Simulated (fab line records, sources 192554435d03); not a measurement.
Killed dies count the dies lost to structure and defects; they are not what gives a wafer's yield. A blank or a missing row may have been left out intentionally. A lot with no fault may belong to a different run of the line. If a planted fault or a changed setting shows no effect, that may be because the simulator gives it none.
Comparing a struck lot with a sound one :: flow n5Finfet :: 15 steps out of a route of 1938
Sound: the wafers L697.2, L697.5, L697.6. Struck: wafer L700.6. (L700.3 of the same lot was not struck and is left out.) The cause comes at the end.
Per side, at each step with rows, come the tool, then ch with its chambers, and then its first start. Under that, the readings that differ: sound wafers :: struck wafers :: difference of the means :: sigmas: that difference in standard deviations of wafers without a fault.
alike: a reading whose means differ by less than 2 such deviations, as well as words and numbers matching on both sides. not compared: withheld readings; readings where some wafer has no value; bounds like >300 that might hide an equal value; numbers whose values overlap and for which the record gives no deviation.
The two part at a step that has a row with sigmas, a row that says differs or no value, or rows on one side only. When numbers do not overlap yet have no deviation, they are printed without sigmas and do not part them. A reading that every wafer of one side lacks parts them only if that side has two wafers or more.

first, 1 step without rows for these wafers: N5_BEOL_M1_SPUTTER_92 (material Cu, target thk 4.5 nm, time 8.29 s).
N5_BEOL_M1_ANNEAL_93: time 240 s.
  sound: pvdSputter-03 at day 8 06:02; struck: pvdSputter-01 at day 9 09:37
  alike: heaterPowerW
then, 1 step without rows for these wafers: N5_BEOL_M1_SPUTTER_94 (material Cu, target thk 4.5 nm, time 8.29 s).
N5_BEOL_M1_ANNEAL_95: time 240 s.
  sound: pvdSputter-03 at day 8 06:16; struck: pvdSputter-01 at day 9 09:50
  alike: heaterPowerW
N5_BEOL_M1_SPUTTER_96: material Cu, target thk 4.5 nm, time 8.29 s.
  sound: pvdSputter-03 at day 8 06:24; struck: pvdSputter-01 at day 9 09:58
  alike: substrateTempC, throttleValvePct
then, 2 steps without rows for these wafers: N5_BEOL_M1_ECD_50 (material Cu, target thk 300 nm); N5_BEOL_M1_ANNEAL_51 (time 90 s).
N5_BEOL_M1_CMP_52: polishes, stops on SiOC, t overpolish 6.8 s, target thk 40 nm.
  sound on cmp-01 ch 0,2,3, day 8 07:01; struck on cmp-02 ch 0, day 9 10:43
  alike: barrierFieldEndpointS, motorCurrentA, overpolishRunS, timeToEndpointS
N5_BEOL_M1_THK_MEAS_53: measures by xrf.
  sound: filmMetro-02 at day 8 07:12; struck: filmMetro-02 at day 9 11:01
  alike: M1_THK
N5_BEOL_M1_PRE_CLEAN_60: time 15 s.
  sound on cvdCo-01 ch 0,1, day 8 07:14; struck on cvdCo-02 ch 0, day 9 11:03
  alike: heaterPowerW
then, 2 steps without rows for these wafers: N5_BEOL_M1_CO_CAP_55 (material Co, precursor CCTBA/H2, target thk 2 nm, time 102.1 s); N5_BEOL_M1_PRE_CLEAN_56 (time 15 s).
N5_BEOL_M1_DEP_57: deposits SiCN from 3MS/NH3, target thk 8 nm, time 14 s.
  sound on pecvd-03 ch 0,1, day 8 07:23; struck on pecvd-03 ch 0, day 9 11:14
reading: model.SiCN_of_BEOL_M1_DEP_57.thkNm (nm)
sound: 8 8.2 8
struck: 11.4
difference: +3.3
sigmas: 
  alike: showerheadPlenumPTorr, throttleValvePct
N5_BEOL_M1_RS_MEAS_58: a four-point-probe measurement.
  sound: filmMetro-02 at day 8 07:28; struck: filmMetro-01 at day 9 11:19
  alike: M1_RS
N5_BEOL_M4_RC_MEAS_101:
  sound on prober-02 ch 0, day 10 03:53; struck on prober-01 ch 0, day 11 06:35
  alike: DIBL_N, DIBL_P, IOFF_N, IOFF_P, ION_N, ION_P, SS_N, SS_P, VT_N, VT_P

## WHERE THEY PART
Nowhere in this record.

WHY: whatever the simulator had introduced
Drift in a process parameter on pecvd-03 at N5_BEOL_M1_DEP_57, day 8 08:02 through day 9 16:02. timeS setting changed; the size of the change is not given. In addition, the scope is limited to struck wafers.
